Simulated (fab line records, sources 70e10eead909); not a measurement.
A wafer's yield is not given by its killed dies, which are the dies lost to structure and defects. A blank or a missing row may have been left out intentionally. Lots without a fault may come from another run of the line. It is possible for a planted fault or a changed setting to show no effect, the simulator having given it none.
Which tool is to blame?    flow nandHarc    Sampling: 11 lots, 31 wafers, 4 of 1302 route steps

== WHAT THE GAUGES SHOWED, per wafer ==
NHARC_A_BLC_CD_MEAS_10 targets a cd of 100 nm.
lot   measured      on        cdNm (nm)
L696  day 21 22:47  cdSem-03  99.8 100.3 99.7
L697  day 22 14:38  cdSem-01  99.2 100.1 100.3
L698  day 23 19:40  cdSem-02  99.1 98.9 99.5
L704  day 25 18:11  cdSem-03  99.6 100.0 99.4
L705  day 25 22:40  cdSem-03  100.0 99.8 100.3
L710  day 27 04:50  cdSem-01  96.6 99.7
L711  day 27 11:52  cdSem-01  97.4 100.1
L715  day 30 00:37  cdSem-02  100.2 99.8 100.3
L717  day 30 13:50  cdSem-01  99.0 99.0 99.4
L716  day 30 18:38  cdSem-03  99.5 99.6 99.5
L718  day 31 00:34  cdSem-01  99.0 99.1 98.8

== WHICH TOOL RAN EACH LOT (tool, then ch and the chambers of the sampled wafers, then the start) ==
lot   NHARC_A_CONTACT_ETCH_110           NHARC_A_CONTACT_STRIP_26                      NHARC_A_BLC_DEVELOP_09
L696  rieDiel-02 ch 1,2,3, day 21 20:16  rieDiel-02 ch 0,1,2, day 21 22:00 or earlier  lithoTrack-06 ch 0, day 21 22:00
L697  rieDiel-02 ch 0,1,3, day 22 11:59  rieDiel-02 ch 0,1, day 22 14:00 or earlier    lithoTrack-04 ch 0, day 22 14:00
L698  rieDiel-02 ch 0,3, day 23 17:07    rieDiel-02 ch 0,1,3, day 23 19:00 or earlier  lithoTrack-01 ch 0, day 23 19:00
L704  rieDiel-02 ch 1,2, day 25 15:41    rieDiel-02 ch 0,1, day 25 18:00 or earlier    lithoTrack-01 ch 0, day 25 18:00
L705  rieDiel-02 ch 0,1,3, day 25 20:08  rieDiel-02 ch 0,1,3, day 25 22:00 or earlier  lithoTrack-01 ch 0, day 25 22:00
L710  rieDiel-02 ch 1,2, day 27 02:19    rieDiel-02 ch 1,3, day 27 04:00 or earlier    lithoTrack-01 ch 0, day 27 04:00
L711  rieDiel-02 ch 1,2, day 27 09:11    rieDiel-02 ch 0,2, day 27 11:00 or earlier    lithoTrack-01 ch 0, day 27 11:00
L715  rieDiel-01 ch 0,1,3, day 29 21:58  rieDiel-01 ch 0,1,3, day 30 00:00 or earlier  lithoTrack-01 ch 0, day 30 00:00
L717  rieDiel-02 ch 0,1,2, day 30 11:18  rieDiel-02 ch 0,1,2, day 30 13:00 or earlier  lithoTrack-01 ch 0, day 30 13:00
L716  rieDiel-02 ch 0,3, day 30 15:26    rieDiel-02 ch 1,2,3, day 30 18:00 or earlier  lithoTrack-01 ch 0, day 30 18:00
L718  rieDiel-02 ch 0,1,2, day 30 21:53  rieDiel-02 ch 0,2,3, day 31 00:00 or earlier  lithoTrack-01 ch 0, day 31 00:00
- NHARC_A_CONTACT_ETCH_110: etches the open film in CF4/O2, target depth 60 nm, overetch 6 nm, time 33 s.
- NHARC_A_CONTACT_STRIP_26: strips in O2.
- NHARC_A_BLC_DEVELOP_09: develop time 35 s.

== THE ANSWER, worked out from the rows above alone ==
Rule: usual is defined by the lots themselves. The widest of any qualifying gaps counts: lots, ordered by their means at a reading, are off when they make up no more than a third of the lots, leave a main group of 4 or more, and stand apart from it by 3 or more times the standard deviation of that group's means. If all means in a main group match to the digits the tables above print for the reading, that group is not used. A lot without any number at a reading at which 4 lots or more have one is off too. The other lots that the step has rows for count as sound.
Nothing can be told from this: no lot is off at any reading shown.

== WHAT WAS PUT IN BY THE SIMULATOR ==
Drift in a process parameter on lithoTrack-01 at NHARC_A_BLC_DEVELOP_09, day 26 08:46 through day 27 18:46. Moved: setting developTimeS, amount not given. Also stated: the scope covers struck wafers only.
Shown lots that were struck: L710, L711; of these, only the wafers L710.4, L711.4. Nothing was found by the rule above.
